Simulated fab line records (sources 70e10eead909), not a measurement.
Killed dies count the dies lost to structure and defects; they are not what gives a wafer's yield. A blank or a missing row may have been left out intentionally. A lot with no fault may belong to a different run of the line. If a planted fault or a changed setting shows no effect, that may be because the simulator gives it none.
Matching of chambers | flow nandHarc | 4 sister chambers for NHARC_A_STAIRCASE_TRIM_187 on rieDiel-11
The step chemistry O2, time 211.2 s. 18 wafers are shown with their chamber, then 9 later ones without.

== WAFERS, EACH WITH ITS CHAMBER ==
wafer  | chamber | showerheadPlenumPTorr (Torr) | drypumpMotorCurrentA (A) | oesProductAu (a.u.)
L076.1 | 0       | 3.70                         | 5.5                      | 1.011
L076.2 | 3       | 3.36                         | 5.8                      | 1.008
L076.5 | 0       | 3.70                         | 5.5                      | 1.010
L075.2 | 0       | 3.70                         | 5.5                      | 1.006
L075.3 | 3       | 3.36                         | 5.7                      | 0.993
L075.6 | 0       | 3.70                         | 5.4                      | 1.006
L078.2 | 0       | 3.70                         | 5.4                      | 1.004
L078.5 | 1       | 3.60                         | 6.4                      | 0.990
L078.6 | 0       | 3.70                         | 5.5                      | 1.004
L082.3 | 0       | 3.69                         | 5.5                      | 1.004
L082.4 | 2       | 3.79                         | 5.5                      | 1.008
L082.6 | 3       | 3.35                         | 5.7                      | 1.001
L087.1 | 2       | 3.78                         | 5.5                      | 1.000
L087.2 | 1       | 3.58                         | 6.4                      | 0.986
L087.3 | 3       | 3.34                         | 5.8                      | 1.000
L086.2 | 1       | 3.58                         | 6.4                      | 0.984
L086.4 | 2       | 3.78                         | 5.5                      | 0.988
L086.5 | 2       | 3.78                         | 5.5                      | 0.999

SIGNATURES (means of the wafers above)
reading               | chamber 0 | chamber 1 | chamber 2 | chamber 3 | scatter within a chamber
showerheadPlenumPTorr | 3.6986    | 3.5867    | 3.7825    | 3.3525    | 0.00708
drypumpMotorCurrentA  | 5.471     | 6.400     | 5.500     | 5.750     | 0.0416
oesProductAu          | 1.00643   | 0.98667   | 0.99875   | 1.00050   | 0.00525
Rule: for a wafer and a chamber, the distance is found by dividing, reading by reading, the gap between the wafer's reading and the chamber's mean by the reading's scatter, squaring, summing and taking the root. The wafer belongs to the nearest chamber; if the next one is less than 2 further off, it can't be placed. How the scatter is found: for the shown wafers, subtract from each reading the mean of its chamber, square and add these, divide the total by (wafers less chambers), then take the root.

== WAFERS WITH NO CHAMBER GIVEN ==
wafer  | showerheadPlenumPTorr (Torr) | drypumpMotorCurrentA (A) | oesProductAu (a.u.)
L088.2 | 3.78                         | 5.5                      | 1.010
L088.5 | 3.58                         | 6.4                      | 1.003
L088.6 | 3.78                         | 5.5                      | 0.998
L092.1 | 3.34                         | 5.7                      | 0.997
L092.2 | 3.78                         | 5.5                      | 0.983
L092.4 | 3.68                         | 5.5                      | 0.998
L090.1 | 3.58                         | 6.4                      | 0.976
L090.2 | 3.34                         | 5.7                      | 1.004
L090.4 | 3.68                         | 5.5                      | 0.989

== EACH ONE'S CHAMBER ==
wafer  | from the rows above | in truth
L088.2 | 2                   | 2
L088.5 | 1                   | 1
L088.6 | 2                   | 2
L092.1 | 3                   | 3
L092.2 | 2                   | 2
L092.4 | 0                   | 0
L090.1 | 1                   | 1
L090.2 | 3                   | 3
L090.4 | 0                   | 0
Placed correctly: 9 of 9. Number that these rows cannot place: 0. Number placed wrongly: 0.
